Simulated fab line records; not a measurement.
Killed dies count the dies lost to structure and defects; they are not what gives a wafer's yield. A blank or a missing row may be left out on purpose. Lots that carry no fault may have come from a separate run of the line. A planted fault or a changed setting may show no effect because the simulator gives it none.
fab line records    flow n5-finfet
record: lots: 5  wafers: 15  last-day: 21
route steps=1938 shown MIM_TOP_LITHO@1841 MIM_TOP_ETCH@1851 MIM_BOT_LITHO@1854 MIM_BOT_ETCH@1866 PASSIVATION@1936
lots with no fault: from the same line, run without faults
start-h: the number of hours between the record's first day and the start of the first shown wafer of the lot    wait-h: hours since the lot's step before    " as in the row above    L1.1+2: one row covering several wafers at once    - no value, or no start was given    * or withheld: withheld    < > ~ a bound
route shown NAME@n: names a module that has steps shown in the file, with the first one's number in the route    usual: mean and standard deviation over wafers with no fault    same: alike in all rows    chamber/n: place in a boat    sites: each site's reading    _std_site: the standard deviation of these    _edge_site: mean of outer sites minus mean of inner sites    radius-mm: for every site, how far away it sits from the centre of the wafer    mask NAME#n: copy n    behind: the last tool/chamber to shape the wafer    hold: cause of the lot's hold/its duration in hours/its outcome    device: transistor that didn't switch, given as n, p or np    end of line: at the end of the route, the tests of the same wafers    a step without rows: its recipe alone    killed: at the first sort, the dies lost to defects and structure; wafer yield is something else    map: a wafer's dies, x killed, . not, _ none there
set.NAME: the setting that was run; set.NAME@STEP: the one run at that earlier step    model.NAME: the simulator's own value behind a step, which no gauge read
lots at some steps of the route; a table a step, a row a wafer
services: a tool's chamber out of use, with start hour (start-h, from the record's first day; less than 0 if before it), hours out, and reason
== steps ==
step: N5_MIM_TOP_LITHO_EBR_04
recipe: solvent: PGMEA  ebr-width-mm: 1.5
step: N5_MIM_TOP_LITHO_SOFTBAKE_03
recipe: temp-c: 100  time-s: 90
step: N5_MIM_TOP_LITHO_EXPOSE_05
recipe: mask-id: MIM_TOP  na: 0.55  source-shape: conventional  sigma-outer: 0.8  polarization: unpolarized  target-cd-nm: 2000  dose-mj: 20.5
step: N5_MIM_TOP_LITHO_PEB_06
recipe: peb-temp-c: withheld  peb-time-s: *
step: N5_MIM_TOP_LITHO_DEVELOP_07
recipe: develop-time-s: 60  rinse-liquid: diw  dry: air-spin  dev-temp-c: 21
step: N5_MIM_TOP_LITHO_HARDBAKE_09
recipe: temp-c: 130  time-s: 120
step: N5_MIM_TOP_LITHO_CD_MEAS_08
recipe: target-cd-nm: 2000  landing-energy-ev: 500  detector: se-inlens
usual: cd-nm: 2001.2/2.1
lot.wafer  tool       chamber  start-h  wait-h  cd-nm
L601.2     cd-sem-02  0        346.33   -       2001.4
L601.3     "          0        "        "       2002.9
L601.5     "          0        "        "       2000.9
L604.1     cd-sem-02  0        354.73   -       2001.8
L604.4     "          0        "        "       2004.1
L604.6     "          0        "        "       2001.6
L612.1     cd-sem-02  0        440.05   -       1999.9
L612.5     "          0        "        "       2003.0
L612.6     "          0        "        "       2002.5
L621.1     cd-sem-01  0        484.71   -       1999.9
L621.5     "          0        "        "       2001.0
L621.6     "          0        "        "       2002.9
L620.1     cd-sem-01  0        484.91   -       2001.8
L620.4     "          0        "        "       2003.7
L620.5     "          0        "        "       2004.4
step: N5_MIM_TOP_LITHO_OVL_MEAS_11
recipe: points-per-wafer: 44
usual: MIM_TOP_OVL: 3/4.7
lot.wafer  tool        chamber  start-h  wait-h  MIM_TOP_OVL[nm]
L601.2     overlay-01  0        346.36   0.0     -1
L601.3     "           0        "        "       0
L601.5     "           0        "        "       -3
L604.1     overlay-01  0        354.76   0.0     0
L604.4     "           0        "        "       0
L604.6     "           0        "        "       3
L612.1     overlay-02  0        440.10   0.1     7
L612.5     "           0        "        "       2
L612.6     "           0        "        "       0
L621.1     overlay-02  0        484.74   0.0     4
L621.5     "           0        "        "       4
L621.6     "           0        "        "       8
L620.1     overlay-02  0        484.94   0.0     7
L620.4     "           0        "        "       13
L620.5     "           0        "        "       4
step: N5_MIM_TOP_LITHO_INSPECT_12
recipe: mode: adi  inspect-instrument: macro
usual: raw-defect-count: 1.8/1.3
lot.wafer  tool               chamber  start-h  wait-h  raw-defect-count
L601.2     defect-inspect-02  -        346.38   0.0     0
L601.3     "                  -        "        "       2
L601.5     "                  -        "        "       1
L604.1     defect-inspect-02  -        354.78   0.0     2
L604.4     "                  -        "        "       2
L604.6     "                  -        "        "       2
L612.1     defect-inspect-02  -        440.13   0.0     1
L612.5     "                  -        "        "       2
L612.6     "                  -        "        "       4
L621.1     defect-inspect-01  -        484.76   0.0     1
L621.5     "                  -        "        "       1
L621.6     "                  -        "        "       3
L620.1     defect-inspect-02  -        484.96   0.0     0
L620.4     "                  -        "        "       6
L620.5     "                  -        "        "       5
step: N5_MIM_TOP_LITHO_DESCUM_10
recipe: chemistry: O2  time-s: 7.9  source-power-w: 50  bias-power-w: 20  pressure-mtorr: 20  rf-frequency-hz: 2.712e+07  temp-c: 40  o2-flow-sccm: 225
usual: drypump-motor-current-A: 5.69/0.17  oes-product-au: 0.79/0.083  rf-fwd-power-W: 49.69/0.18  rf-vpp-V: 242.5/1.5  showerhead-plenum-p-Torr: 2.04/0.068  throttle-valve-pct: 20.40/0.27
lot.wafer  tool         chamber  start-h  wait-h  drypump-motor-current-A  oes-product-au  rf-fwd-power-W  rf-hours-counter-h  rf-vpp-V  showerhead-plenum-p-Torr  throttle-valve-pct
L601.2     rie-diel-03  1        346.43   0.0     5.77                     0.73            49.73           180                 242.6     2.00                      20.83
L601.3     "            3        "        "       5.64                     0.75            49.72           185                 241.6     1.96                      20.18
L601.5     "            3        "        "       5.64                     0.75            50.08           -                   241.1     1.96                      20.18
L604.1     rie-diel-03  3        354.98   0.2     5.65                     0.74            49.59           189                 241.5     1.95                      20.18
L604.4     "            1        "        "       5.78                     0.72            49.61           184                 241.2     2.00                      20.79
L604.6     "            3        "        "       5.64                     0.74            50.00           -                   241.3     1.96                      20.18
L612.1     rie-diel-01  0        440.31   0.2     5.74                     0.74            49.55           183                 243.1     1.98                      20.41
L612.5     "            1        "        "       5.55                     0.75            49.92           -                   245.8     2.15                      20.43
L612.6     "            3        "        "       5.86                     0.82            49.66           -                   243.7     2.01                      19.98
L621.1     rie-diel-04  2        484.80   0.0     5.45                     0.83            49.58           83                  243.8     2.12                      20.33
L621.5     "            0        "        "       5.85                     0.79            49.67           -                   241.7     2.03                      20.76
L621.6     "            1        "        "       5.90                     0.80            49.57           -                   242.6     2.03                      20.36
L620.1     rie-diel-03  0        485.23   0.3     5.53                     0.83            49.63           60                  242.6     2.05                      20.29
L620.4     "            2        "        "       5.95                     0.90            49.48           28                  243.8     2.12                      20.21
L620.5     "            3        "        "       5.63                     0.70            49.25           -                   240.1     1.94                      20.25
step: N5_MIM_TOP_ETCH_ETCH_00
recipe: chemistry: Cl2/BCl3  target: TiN  target-depth-a: 385  ion-energy-ev: 150  pressure-mtorr: 10  icp-w: 1000  bias-w: 126  Cl2_flow_sccm: 53.25  bcl3-flow-sccm: 21.75  Ar_flow_sccm: 25
step: N5_MIM_TOP_ETCH_STRIP_01
recipe: chemistry: O2  power-w: 600  temp-c: 60  pressure-mtorr: 30  rf-frequency-hz: 6e+07  bias-power-w: 0  overash-fraction: 0.5  o2-flow-sccm: 225
step: N5_MIM_TOP_ETCH_PECVD_03
recipe: material: SiNx  target-thk-a: 200  temp-c: 400  precursor: SiH4/NH3/N2  pressure-torr: 1.5  rf-w: 300  time-s: 17.6
usual: heater-power-w: 792/66  rf-fwd-power-W: 296.4/1.4  showerhead-plenum-p-Torr: 5.14/0.058  throttle-valve-pct: 41/3.3
lot.wafer  tool      chamber  start-h  wait-h  heater-power-w  rf-fwd-power-W  showerhead-plenum-p-Torr  throttle-valve-pct  model.SiNx_of_MIM_TOP_ETCH_PECVD_03.thk-nm
L601.2     pecvd-04  0        346.72   -       894             295.6           5.15                      44                  19.8
L601.3     "         2        "        "       870             299.2           5.08                      37                  20
L601.5     "         0        "        "       862             296.0           5.16                      44                  20.2
L604.1     pecvd-03  0        355.27   -       715             296.1           5.23                      43                  19.6
L604.4     "         2        "        "       752             294.7           5.08                      38                  19.6
L604.6     "         2        "        "       763             294.9           5.09                      38                  19.8
L612.1     pecvd-04  1        440.60   -       815             296.7           5.18                      46                  20.2
L612.5     "         1        "        "       846             296.0           5.19                      46                  20.2
L612.6     "         0        "        "       840             -               5.16                      45                  14
L621.1     pecvd-01  2        485.17   -       755             296.3           5.14                      39                  19.4
L621.5     "         0        "        "       726             296.6           5.07                      43                  19.6
L621.6     "         1        "        "       817             295.4           5.20                      37                  20.8
L620.1     pecvd-01  2        485.60   -       794             295.6           5.13                      39                  19.4
L620.4     "         2        "        "       783             297.1           5.14                      39                  19.8
L620.5     "         0        "        "       668             296.3           5.07                      43                  19.4
step: N5_MIM_BOT_LITHO_HMDS_01
recipe: time-s: 60  temp-c: 120
step: N5_MIM_BOT_LITHO_COAT_02
recipe: spin-rpm: *  resist-thk-nm: *
step: N5_MIM_BOT_LITHO_EBR_04
recipe: solvent: PGMEA  ebr-width-mm: 1.5
step: N5_MIM_BOT_LITHO_SOFTBAKE_03
recipe: temp-c: 100  time-s: 90
step: N5_MIM_BOT_LITHO_EXPOSE_05
recipe: mask-id: MIM_BOT  na: 0.55  source-shape: conventional  sigma-outer: 0.8  polarization: unpolarized  dose-mj: 24.25
step: N5_MIM_BOT_LITHO_PEB_06
recipe: peb-temp-c: withheld  peb-time-s: *
step: N5_MIM_BOT_LITHO_DEVELOP_07
recipe: develop-time-s: 60  rinse-liquid: diw  dry: air-spin  dev-temp-c: 21
step: N5_MIM_BOT_LITHO_HARDBAKE_09
recipe: temp-c: 130  time-s: 120
step: N5_MIM_BOT_LITHO_CD_MEAS_08
recipe: target-cd-nm: 3000  landing-energy-ev: 500  detector: se-inlens  polarity: opening
usual: cd-nm: 2998.9/2
lot.wafer  tool       chamber  start-h  wait-h  cd-nm
L601.2     cd-sem-02  0        347.10   -       3000.1
L601.3     "          0        "        "       2996.8
L601.5     "          0        "        "       3000.5
L604.1     cd-sem-02  0        355.66   -       3001.0
L604.4     "          0        "        "       3000.3
L604.6     "          0        "        "       3000.5
L612.1     cd-sem-01  0        441.08   -       2999.1
L612.5     "          0        "        "       2998.6
L612.6     "          0        "        "       3000.2
L621.1     cd-sem-02  0        485.65   -       2997.9
L621.5     "          0        "        "       3000.5
L621.6     "          0        "        "       2999.0
L620.1     cd-sem-01  0        485.96   -       2999.5
L620.4     "          0        "        "       2999.7
L620.5     "          0        "        "       3000.4
step: N5_MIM_BOT_LITHO_OVL_MEAS_11
recipe: points-per-wafer: 44
usual: MIM_BOT_OVL: 2/5.9
lot.wafer  tool        chamber  start-h  wait-h  MIM_BOT_OVL[nm]
L601.2     overlay-02  0        347.13   0.0     7
L601.3     "           0        "        "       -1
L601.5     "           0        "        "       -5
L604.1     overlay-01  0        355.69   0.0     -3
L604.4     "           0        "        "       -7
L604.6     "           0        "        "       3
L612.1     overlay-02  0        441.13   0.0     2
L612.5     "           0        "        "       -1
L612.6     "           0        "        "       0
L621.1     overlay-02  0        485.68   0.0     5
L621.5     "           0        "        "       7
L621.6     "           0        "        "       -4
L620.1     overlay-02  0        485.99   0.0     14
L620.4     "           0        "        "       2
L620.5     "           0        "        "       20
step: N5_MIM_BOT_LITHO_INSPECT_12
recipe: mode: adi  inspect-instrument: macro
usual: raw-defect-count: 2.0/1.6
lot.wafer  tool               chamber  start-h  wait-h  raw-defect-count
L601.2     defect-inspect-02  -        347.16   0.0     1
L601.3     "                  -        "        "       1
L601.5     "                  -        "        "       0
L604.1     defect-inspect-01  -        355.72   0.0     2
L604.4     "                  -        "        "       1
L604.6     "                  -        "        "       3
L612.1     defect-inspect-01  -        441.15   0.0     1
L612.5     "                  -        "        "       2
L612.6     "                  -        "        "       5
L621.1     defect-inspect-02  -        485.71   0.0     0
L621.5     "                  -        "        "       2
L621.6     "                  -        "        "       2
L620.1     defect-inspect-01  -        486.01   0.0     3
L620.4     "                  -        "        "       2
L620.5     "                  -        "        "       3
step: N5_MIM_BOT_LITHO_DESCUM_10
recipe: chemistry: O2  time-s: 7.9  source-power-w: 50  bias-power-w: 20  pressure-mtorr: 20  rf-frequency-hz: 2.712e+07  temp-c: 40  o2-flow-sccm: 225
usual: drypump-motor-current-A: 5.70/0.2  oes-product-au: 0.79/0.078  rf-fwd-power-W: 49.69/0.19  rf-vpp-V: 242.7/1.3  showerhead-plenum-p-Torr: 2.06/0.064  throttle-valve-pct: 20.43/0.27
lot.wafer  tool         chamber  start-h  wait-h  drypump-motor-current-A  oes-product-au  rf-fwd-power-W  rf-hours-counter-h  rf-vpp-V  showerhead-plenum-p-Torr  throttle-valve-pct
L601.2     rie-diel-04  2        347.19   0.0     5.42                     0.90            50.07           33                  242.9     2.14                      20.28
L601.3     "            1        "        "       5.89                     0.86            49.57           53                  241.9     2.04                      20.28
L601.5     "            1        "        "       5.94                     0.86            49.28           -                   243.0     2.04                      20.28
L604.1     rie-diel-03  1        355.88   0.2     5.76                     0.71            49.47           184                 241.1     2.00                      20.81
L604.4     "            2        "        "       5.94                     0.68            49.67           240                 245.1     2.14                      20.54
L604.6     "            1        "        "       5.75                     0.72            49.72           -                   242.2     2.00                      20.80
L612.1     rie-diel-03  2        441.22   0.1     5.96                     0.94            49.64           9                   244.6     2.13                      20.16
L612.5     "            3        "        "       5.63                     0.71            49.54           -                   240.8     1.94                      20.23
L612.6     "            0        "        "       5.53                     0.85            49.49           -                   241.3     2.05                      20.27
L621.1     rie-diel-01  2        485.81   0.1     5.63                     0.93            49.70           12                  244.1     2.05                      20.51
L621.5     "            2        "        "       5.63                     0.93            49.85           -                   243.3     2.05                      20.53
L621.6     "            3        "        "       5.87                     0.80            49.86           -                   241.7     2.00                      19.99
L620.1     rie-diel-03  3        486.06   0.0     5.64                     0.69            49.75           241                 241.7     1.94                      20.26
L620.4     "            2        "        "       5.97                     0.90            49.50           28                  244.1     2.12                      20.21
L620.5     "            1        "        "       5.78                     0.69            49.62           -                   241.0     1.99                      20.88
step: N5_MIM_BOT_ETCH_ETCH_04
recipe: chemistry: CF4/O2  target: SiNx  target-depth-a: 260  time-s: 13  ion-energy-ev: 100  pressure-mtorr: 40  source-w: 535  bias-w: 49  Ar_flow_sccm: 100  cf4-flow-sccm: 100  O2_flow_sccm: 10
usual: cf4-flow-sccm: 100.01/0.29  drypump-motor-current-A: 5.70/0.19  oes-product-au: 0.79/0.08  rf-fwd-power-W: 531.9/1.6  rf-vpp-V: 242/9.5  showerhead-plenum-p-Torr: 2.17/0.063  throttle-valve-pct: 16.02/0.23
lot.wafer  tool         chamber  start-h  wait-h  cf4-flow-sccm  drypump-motor-current-A  oes-product-au  rf-fwd-power-W  rf-hours-counter-h  rf-vpp-V  showerhead-plenum-p-Torr  throttle-valve-pct
L601.2     rie-diel-04  2        347.26   0.0     99.70          5.41                     0.90            533.0           33                  246       2.25                      15.76
L601.3     "            1        "        "       100.00         5.91                     0.88            532.0           53                  243       2.13                      15.73
L601.5     "            1        "        "       99.93          5.93                     0.88            532.3           -                   245       2.13                      15.74
L604.1     rie-diel-03  1        355.94   0.0     99.78          5.76                     0.74            531.6           184                 227       2.10                      16.19
L604.4     "            2        "        "       100.16         5.97                     0.68            531.9           240                 239       2.25                      16.16
L604.6     "            1        "        "       99.78          5.77                     0.74            530.0           -                   228       2.10                      16.21
L612.1     rie-diel-03  2        441.29   0.0     100.21         6.00                     0.93            530.7           9                   239       2.24                      15.73
L612.5     "            3        "        "       100.12         5.67                     0.71            532.6           -                   234       2.09                      16.12
L612.6     "            0        "        "       100.37         5.49                     0.89            533.9           -                   230       2.15                      15.71
L621.1     rie-diel-01  2        485.87   0.0     99.67          5.65                     0.91            531.9           12                  250       2.17                      16.08
L621.5     "            2        "        "       100.12         5.64                     0.92            534.4           -                   252       2.16                      16.07
L621.6     "            3        "        "       99.67          5.83                     0.80            533.8           -                   250       2.15                      15.80
L620.1     rie-diel-03  3        486.12   0.0     99.74          5.65                     0.69            533.1           241                 236       2.09                      16.14
L620.4     "            2        "        "       99.86          5.96                     0.88            531.7           28                  241       2.24                      15.76
L620.5     "            1        "        "       100.14         5.77                     0.71            530.1           -                   229       2.09                      16.30
step: N5_MIM_BOT_ETCH_ETCH_03
recipe: chemistry: Cl2/BCl3  target-depth-a: 120  pressure-mtorr: 8  icp-w: 800  bias-w: 100  Cl2_flow_sccm: 20  bcl3-flow-sccm: 80
usual: bcl3-flow-sccm: 80.01/0.24  drypump-motor-current-A: 6.1/0.42  oes-product-au: 0.84/0.06  rf-fwd-power-W: 794/3.4  throttle-valve-pct: 27.38/0.22
lot.wafer  tool          chamber  start-h  wait-h  bcl3-flow-sccm  drypump-motor-current-A  oes-product-au  rf-fwd-power-W  rf-hours-counter-h  throttle-valve-pct
L601.2     rie-metal-03  1        347.34   0.1     79.51           5.6                      0.68            794             90                  27.07
L601.3     "             0        "        "       80.28           6.2                      0.88            792             -                   27.53
L601.5     "             0        "        "       80.10           6.2                      0.88            788             -                   27.52
L604.1     rie-metal-02  1        356.03   0.1     79.98           5.7                      0.82            793             26                  27.29
L604.4     "             1        "        "       80.07           5.7                      0.82            793             -                   27.27
L604.6     "             1        "        "       79.78           5.7                      0.82            792             -                   27.30
L612.1     rie-metal-03  0        441.38   0.1     79.87           6.2                      0.84            787             28                  27.56
L612.5     "             1        "        "       79.44           5.6                      0.97            796             -                   27.14
L612.6     "             0        "        "       79.72           6.2                      0.85            787             -                   27.54
L621.1     rie-metal-01  0        485.96   0.1     80.25           6.0                      0.80            797             32                  27.46
L621.5     "             0        "        "       79.92           6.0                      0.80            799             -                   27.45
L621.6     "             1        "        "       80.12           6.7                      0.85            794             -                   27.88
L620.1     rie-metal-03  0        486.21   0.1     80.03           6.2                      0.83            793             32                  27.56
L620.4     "             1        "        "       80.21           5.6                      0.93            797             -                   27.16
L620.5     "             1        "        "       80.32           5.6                      0.93            798             -                   27.13
step: N5_MIM_BOT_ETCH_ETCH_00
recipe: chemistry: Cl2/BCl3  target: TiN  target-depth-a: 455  ion-energy-ev: 150  pressure-mtorr: 10  icp-w: 1000  bias-w: 126  Cl2_flow_sccm: 53.25  bcl3-flow-sccm: 21.75  Ar_flow_sccm: 25
usual: bcl3-flow-sccm: 21.75/0.06  drypump-motor-current-A: 6.1/0.42  oes-product-au: 0.84/0.06  rf-fwd-power-W: 995/3.7  throttle-valve-pct: 21.75/0.22
lot.wafer  tool          chamber  start-h  wait-h  bcl3-flow-sccm  drypump-motor-current-A  oes-product-au  rf-fwd-power-W  rf-hours-counter-h  throttle-valve-pct
L601.2     rie-metal-03  1        347.43   0.1     21.72           5.6                      0.68            995             90                  21.47
L601.3     "             0        "        "       21.83           6.2                      0.87            991             -                   21.79
L601.5     "             0        "        "       21.84           6.2                      0.87            993             -                   21.79
L604.1     rie-metal-02  1        356.12   0.1     21.67           5.7                      0.82            996             26                  21.84
L604.4     "             1        "        "       21.73           5.7                      0.82            995             -                   21.86
L604.6     "             1        "        "       21.84           5.7                      0.82            994             -                   21.84
L612.1     rie-metal-03  0        441.47   0.1     21.70           6.2                      0.83            991             28                  21.79
L612.5     "             1        "        "       21.82           5.6                      0.96            998             -                   21.35
L612.6     "             0        "        "       21.69           6.2                      0.84            992             -                   21.79
L621.1     rie-metal-01  0        486.05   0.1     21.82           6.0                      0.80            1001            32                  21.85
L621.5     "             0        "        "       21.78           6.0                      0.79            997             -                   21.88
L621.6     "             1        "        "       21.73           6.7                      0.85            992             -                   22.21
L620.1     rie-metal-03  0        486.30   0.1     21.72           6.2                      0.83            990             32                  21.82
L620.4     "             1        "        "       21.73           5.6                      0.93            999             -                   21.36
L620.5     "             1        "        "       21.75           5.6                      0.93            995             -                   21.37
step: N5_MIM_BOT_ETCH_STRIP_01
recipe: chemistry: O2  power-w: 600  temp-c: 60  pressure-mtorr: 30  rf-frequency-hz: 6e+07  bias-power-w: 0  overash-fraction: 0.5  o2-flow-sccm: 225
step: N5_MIM_BOT_ETCH_STRIP_02
recipe: chemistry: post-etch-residue-remover  time-s: 1200  temp-c: 72.5
usual: bath-guard-temp-C: 72.5/0.37
lot.wafer  tool          chamber  start-h  wait-h  bath-guard-temp-C  model.SiNx_of_MIM_TOP_ETCH_PECVD_03.thk-nm
L601.2     wet-bench-01  0        347.64   -       72.4               19.4
L601.3     "             2        "        "       72.5               19.6
L601.5     "             1        "        "       72.7               20
L604.1     wet-bench-02  3        356.33   -       72.7               19.2
L604.4     "             7        "        "       72.9               19.2
L604.6     "             4        "        "       72.3               19.4
L612.1     wet-bench-01  1        441.73   -       73.0               19.8
L612.5     "             5        "        "       72.5               19.8
L612.6     "             2        "        "       72.6               13.6
L621.1     wet-bench-03  2        486.30   -       72.4               19
L621.5     "             3        "        "       73.2               19.2
L621.6     "             7        "        "       72.2               20.4
L620.1     wet-bench-01  6        486.51   -       72.4               19
L620.4     "             1        "        "       72.3               19.4
L620.5     "             5        "        "       72.4               19.2
step: N5_MIM_BOT_ETCH_CLEAN_05
recipe: chemistry: IPA  time-s: 180  temp-c: 25
step: N5_PASSIVATION_PROBE_49
usual: defect-limited-yield: 90.9/1.6  killed_at_M0_to_M3: 37/11  killed_at_M4_up: 15/5.6  killed-at-contacts: 13/6.4  killed-at-front-end: 39/11  killed-at-other: 4/3.1  killed-dies: 107/19  killed-open: 71/14  killed-short: 34/7.8  sort_bin_4_leakage: 0.01/0.053  sort_bin_5_function: 5.3/1  sort_bin_6_memory: 3.4/0.72  sort_bin_8_speed: 0.0/0.42  sort-n-pass: 1072/20  sort-yield-pct: 90.9/1.7
same: gross-dies: 1180  killed-at-back-side: 0
lot.wafer  tool       chamber  start-h  wait-h  defect-limited-yield[%]  killed_at_M0_to_M3  killed_at_M4_up  killed-at-contacts  killed-at-front-end  killed-at-other  killed-dies  killed-open  killed-short  sort_bin_4_leakage[%]  sort_bin_5_function[%]  sort_bin_6_memory[%]  sort_bin_8_speed[%]  sort-n-pass  sort-yield-pct[%]
L601.2     prober-02  -        356.79   0.4     90.9                     35                  22               18                  29                   3                107          75           29            0                      5.8                     2.9                   0                    1073         90.9
L601.3     prober-02  -        356.84   0.4     90.5                     38                  20               10                  40                   4                112          69           38            0                      5.4                     3.5                   0                    1068         90.5
L601.5     prober-02  -        356.94   0.5     91.7                     21                  16               15                  40                   6                98           62           30            0                      5.7                     1.8                   0                    1082         91.7
L612.1     prober-01  -        450.55   0.0     86.7                     56                  26               17                  57                   1                157          104          52            0                      7.2                     5.6                   0.1                  1023         86.7
L612.5     prober-01  -        450.75   0.2     89.2                     43                  15               14                  52                   3                127          80           44            0                      6.8                     3.4                   0                    1053         89.2
L612.6     prober-01  -        450.80   0.3     90.1                     31                  15               20                  51                   0                117          76           40            0                      6.3                     3.3                   0                    1063         90.1
killed by level:class
L601.2 MOL_CONTACT_COAG:geometric-particle:open=14 BEOL_M4:geometric-particle:open=9 STI_FIN_REVEAL:geometric-particle:open=8 BEOL_M0_SAQP:geometric-particle:open=8 BEOL_M3:geometric-particle:open=8 GATE_CUT:geometric-particle:short=5 BEOL_M1:geometric-particle:short=5 GATE_CUT:geometric-particle:open=4
L601.3 BEOL_M2:geometric-particle:open=13 STI_FIN_REVEAL:geometric-particle:open=10 BEOL_M0_SAQP:geometric-particle:short=9 MOL_CONTACT_COAG:geometric-particle:open=7 BEOL_M4:geometric-particle:open=6 BEOL_M0_SAQP:geometric-particle:open=5 DUMMY_GATE:geometric-particle:open=4 GATE_CUT:geometric-particle:short=4
L601.5 MOL_CONTACT_COAG:geometric-particle:open=12 STI_FIN_REVEAL:geometric-particle:open=6 ILD0:geometric-particle:open=5 GATE_CUT:geometric-particle:short=5 BEOL_M4:geometric-particle:open=5 MIM_TOP:geometric-particle:open=5 HKMG_FIN:area-etch=5 DUMMY_GATE:geometric-particle:open=4
L612.1 STI_FIN_REVEAL:geometric-particle:open=21 BEOL_M0_SAQP:geometric-particle:open=21 BEOL_M4:geometric-particle:open=16 BEOL_M0_SAQP:geometric-particle:short=15 MOL_CONTACT_COAG:geometric-particle:open=11 FIN_SAQP:geometric-particle:open=8 STI_FIN_REVEAL:geometric-particle:short=7 MOL_CONTACT_COAG:geometric-particle:short=6
L612.5 MOL_CONTACT_COAG:geometric-particle:open=12 STI_FIN_REVEAL:geometric-particle:open=11 BEOL_M0_SAQP:geometric-particle:short=10 GATE_CUT:geometric-particle:short=9 BEOL_M3:geometric-particle:open=9 GATE_CUT:geometric-particle:open=8 BEOL_M4:geometric-particle:open=8 BEOL_M0_SAQP:geometric-particle:open=7
L612.6 MOL_CONTACT_COAG:geometric-particle:open=17 STI_FIN_REVEAL:geometric-particle:open=12 FIN_SAQP:geometric-particle:short=10 BEOL_M0_SAQP:geometric-particle:short=10 FIN_SAQP:geometric-particle:open=9 BEOL_M4:geometric-particle:open=8 BEOL_M0_SAQP:geometric-particle:open=7 BEOL_M2:geometric-particle:open=5
== services ==
tool          chamber  start-h  hours  kind
rie-metal-02  0        324.89   7.6    repair
rie-diel-04   2        332.82   4.0    repair
pecvd-03      1        352.44   2.7    repair
rie-diel-03   2        390.73   -      clean
rie-diel-03   2        390.73   -      consumable-replace:focus-ring
rie-diel-03   2        390.73   25.9   scheduled-down
rie-diel-03   2        390.73   25.9   vent-cycle
rie-diel-01   0        394.03   3.4    repair
rie-metal-03  1        402.05   -      clean
rie-metal-03  1        402.05   14.9   scheduled-down
rie-metal-03  1        402.05   14.9   vent-cycle
rie-diel-04   3        403.00   26.1   repair
rie-diel-01   1        409.37   8.5    repair
rie-diel-03   1        417.77   8.0    repair
rie-diel-01   2        426.22   -      clean
rie-diel-01   2        426.22   -      consumable-replace:focus-ring
rie-diel-01   2        426.22   24.0   scheduled-down
rie-diel-01   2        426.22   24.0   vent-cycle
pecvd-03      -        434.29   2.4    repair
rie-diel-03   2        439.39   1.4    repair
pecvd-01      -        447.47   14.6   pm
rie-diel-04   3        476.30   4.0    repair
pecvd-04      0        477.56   5.6    repair
wet-bench-02  -        486.10   0.5    repair
== key ==
first-sign none at tools or gauges
model-effect: step: N5_MIM_TOP_ETCH_PECVD_03  value: SiNx_of_MIM_TOP_ETCH_PECVD_03.thk-nm  without: 20  struck: 14
model-effect: step: N5_MIM_BOT_ETCH_STRIP_02  value: SiNx_of_MIM_TOP_ETCH_PECVD_03.thk-nm  without: 19.8  struck: 13.6
met-at N5_MIM_TOP_ETCH_PECVD_03
struck-wafers L612.6
onset-between 346.72 440.60
fault: kind: process-parameter-drift  tool: pecvd-04  chamber: -  onset-h: 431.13  steps: N5_MIM_TOP_ETCH_PECVD_03  channel: time-s  offset: *  shape: step  end-h: 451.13  scope: struck-wafers-only  acts-in: *  stated: *
